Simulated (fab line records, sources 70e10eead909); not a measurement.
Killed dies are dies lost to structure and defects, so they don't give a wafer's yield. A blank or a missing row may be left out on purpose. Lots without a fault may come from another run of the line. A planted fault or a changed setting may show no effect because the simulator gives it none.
A struck lot beside a sound one | flow nand_harc | 17 steps out of a route of 1302
Sound: wafers L767.1, L767.3, L767.4. Struck: wafers L759.2, L759.3, L759.4. The cause comes at the end.
At each step with rows: each side's tool, then ch and its chambers, then its first start. Under that, the readings that differ: sound wafers | struck wafers | difference of the means | sigmas: that difference in standard deviations of wafers without a fault.
alike: readings whose means differ by less than 2 such deviations, and words and numbers that are the same on both sides. not compared: withheld readings, readings that some wafer has no value for, bounds like >300 that may hide the same value, and numbers for which the record gives no deviation and whose values overlap.
The two part at a step that has a row with sigmas, a row that says differs or no value, or rows on one side only. Numbers that don't overlap but have no deviation are shown without sigmas and don't part them. A reading that every wafer of one side lacks parts them only if that side has two wafers or more.

NHARC_P_ZERO_WELL_CD_MEAS_24: target cd 720 nm.
  sound on cd_sem-02 ch 0, day 7 18:35; struck on cd_sem-02 ch 0, day 4 10:35
  alike: cd_nm
then, 1 step without rows for these wafers: NHARC_P_ZERO_WELL_HARDBAKE_25 (time 80 s).
NHARC_P_ZERO_WELL_DESCUM_26: chemistry O2, time 3 s.
  sound on rie_diel-07 ch 0,1,3, day 7 18:46; struck on rie_diel-08 ch 0,1,3, day 4 10:46
  reading                | sound  | struck   | difference | sigmas
  rf_hours_counter_h (h) | 9 8 10 | 13 14 15 | +5         |
  alike: chamber_pressure_mTorr, drypump_motor_current_A, oes_product_au, rf_vpp_V, showerhead_plenum_p_Torr, throttle_valve_pct
then, 9 steps without rows for these wafers: NHARC_P_ZERO_WELL_IMPLANT_27; NHARC_P_ZERO_WELL_IMPLANT_57; NHARC_P_ZERO_WELL_IMPLANT_58; NHARC_P_ZERO_WELL_STRIP_28 (strips in SPM, time 840 s); NHARC_P_ZERO_WELL_DEHYDRATE_29 (time 120 s); NHARC_P_ZERO_WELL_HMDS_30 (time 30 s); NHARC_P_ZERO_WELL_COAT_31; NHARC_P_ZERO_WELL_SOFTBAKE_32 (time 95 s); NHARC_P_ZERO_WELL_EBR_33.
NHARC_P_ZERO_WELL_EXPOSE_34: exposes mask P PWELL, target cd 720 nm.
  sound on krf_scanner-04 ch 0, day 7 19:57; struck on krf_scanner-04 ch 0, day 4 12:06
  alike: mask
then, 2 steps without rows for these wafers: NHARC_P_ZERO_WELL_PEB_35 (peb time 85 s); NHARC_P_ZERO_WELL_DEVELOP_36 (time 70 s).
NHARC_P_ZERO_WELL_CD_MEAS_37: target cd 720 nm.
  sound on cd_sem-02 ch 0, day 7 20:07; struck on cd_sem-01 ch 0, day 4 12:15
  reading    | sound             | struck            | difference | sigmas
  cd_nm (nm) | 718.3 718.0 721.1 | 768.0 764.7 751.4 | +42.2      | +23
then, 1 step without rows for these wafers: NHARC_P_ZERO_WELL_HARDBAKE_38 (time 80 s).

WHERE THEY PART
Only at NHARC_P_ZERO_WELL_CD_MEAS_37, within this record.

WHY: what the simulator had put in
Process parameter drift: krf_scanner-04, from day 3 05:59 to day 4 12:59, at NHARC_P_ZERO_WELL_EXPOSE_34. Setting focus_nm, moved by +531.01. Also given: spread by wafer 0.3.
